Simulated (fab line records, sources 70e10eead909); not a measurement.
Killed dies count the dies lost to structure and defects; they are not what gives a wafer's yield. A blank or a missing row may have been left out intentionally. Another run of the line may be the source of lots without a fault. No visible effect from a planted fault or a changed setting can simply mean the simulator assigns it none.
The tool behind it: which one?    flow nand-harc    13 lots, 39 wafers sampled, at 2 steps of a route of 1159

== WHAT THE GAUGES SHOWED, per wafer ==
NHARC_P_CONTACT_OVL_MEAS_13. Usual: overlay-x-nm -0.1 nm, standard deviation 0.8; overlay-y-nm 0.1 nm, standard deviation 0.81.
lot   measured      on          overlay-x-nm (nm)  overlay-y-nm (nm)  flag
L499  day 5 17:04   overlay-02  1.1 1.2 1.7        -0.3 0.1 0.2       
L501  day 6 05:27   overlay-02  -0.8 -1.5 -1.4     0.2 -0.1 0.1       
L503  day 6 13:55   overlay-02  0.5 0.2 0.4        -0.2 0.4 0.0       
L505  day 7 02:07   overlay-01  -0.4 -0.2 -1.1     -0.1 -0.2 0.0      
L506  day 7 03:30   overlay-02  0.7 1.1 0.6        -0.6 -0.4 -0.5     
L508  day 7 16:47   overlay-01  -0.2 -1.0 -0.3     1.4 1.1 1.3        
L509  day 7 17:15   overlay-02  0.9 1.0 0.8        1.6 0.9 0.4        
L507  day 7 19:41   overlay-02  -0.3 -0.5 -0.3     1.3 1.6 1.5        
L510  day 8 21:22   overlay-02  -0.4 -0.5 -0.3     0.8 1.1 0.5        
L512  day 8 22:09   overlay-01  0.3 -0.2 0.4       -0.1 -0.3 0.1      
L511  day 8 22:52   overlay-02  -0.2 0.4 0.4       -1.3 -1.4 -1.3     
L521  day 11 03:26  overlay-01  0.9 0.6 1.1        -1.1 -0.7 -0.9     
L522  day 11 07:53  overlay-01  -0.4 -0.7 -0.6     -0.1 -1.1 -0.4     

== EACH LOT AND THE TOOL THAT RAN IT (in order: tool; ch and the chambers of the sampled wafers; start) ==
lot   NHARC_P_CONTACT_CMP_01
L499  cmp-03 ch 1,3, day 5 16:17
L501  cmp-04 ch 0,1,3, day 6 04:30
L503  cmp-04 ch 0,1, day 6 12:59
L505  cmp-03 ch 0,1,2, day 7 01:17
L506  cmp-03 ch 0,1,2, day 7 02:35
L508  cmp-04 ch 0,1,2, day 7 16:01
L509  cmp-03 ch 1,2,3, day 7 16:19
L507  cmp-02 ch 0,2,3, day 7 18:46
L510  cmp-04 ch 0,1,3, day 8 20:38
L512  cmp-02 ch 0,2,3, day 8 21:16
L511  cmp-03 ch 1,3, day 8 21:57
L521  cmp-04 ch 0,3, day 11 02:40
L522  cmp-03 ch 0,1,2, day 11 06:58
- NHARC_P_CONTACT_CMP_01: polishes SiO2, target thk 200 nm.

== AS READ BY THE TOOLS THEMSELVES (means over the sampled wafers that have a number; for cases with no such wafer, the mark the record gives instead) ==
NHARC_P_CONTACT_CMP_01. Usual: edge-zone-pressure-frac 1.001, standard deviation 0.0045; motor-current-A 12.2 A, standard deviation 1.4.
lot   tool    edge-zone-pressure-frac  motor-current-A (A)  flag
L499  cmp-03  0.996                    12.0                 
L501  cmp-04  1.000                    11.5                 
L503  cmp-04  1.000                    11.3                 
L505  cmp-03  1.001                    13.6                 
L506  cmp-03  0.999                    13.5                 
L508  cmp-04  1.002                    11.3                 
L509  cmp-03  0.998                    13.1                 
L507  cmp-02  0.999                    12.1                 
L510  cmp-04  1.000                    11.6                 
L512  cmp-02  1.004                    12.1                 
L511  cmp-03  1.004                    13.7                 
L521  cmp-04  0.999                    11.3                 
L522  cmp-03  1.009                    13.4                 

== THE ANSWER, worked out from the rows above alone ==
Rule: a lot counts as off when the mean over its wafers that have a number is more than 3 standard deviations away from the usual mean. A lot without any number at a reading at which 4 lots or more have one is off too. Any other lot the step has rows for is counted as sound. The gauges are gone through in route order, then the tools' own readings, and for those a lot's mean is taken as printed above. At the first step where some lot is off, the reading lying furthest off is the one used; lots without a number count as furthest.
No lot is off at any reading shown: from this, nothing can be told.

== WHAT HAD BEEN PUT IN BY THE SIMULATOR ==
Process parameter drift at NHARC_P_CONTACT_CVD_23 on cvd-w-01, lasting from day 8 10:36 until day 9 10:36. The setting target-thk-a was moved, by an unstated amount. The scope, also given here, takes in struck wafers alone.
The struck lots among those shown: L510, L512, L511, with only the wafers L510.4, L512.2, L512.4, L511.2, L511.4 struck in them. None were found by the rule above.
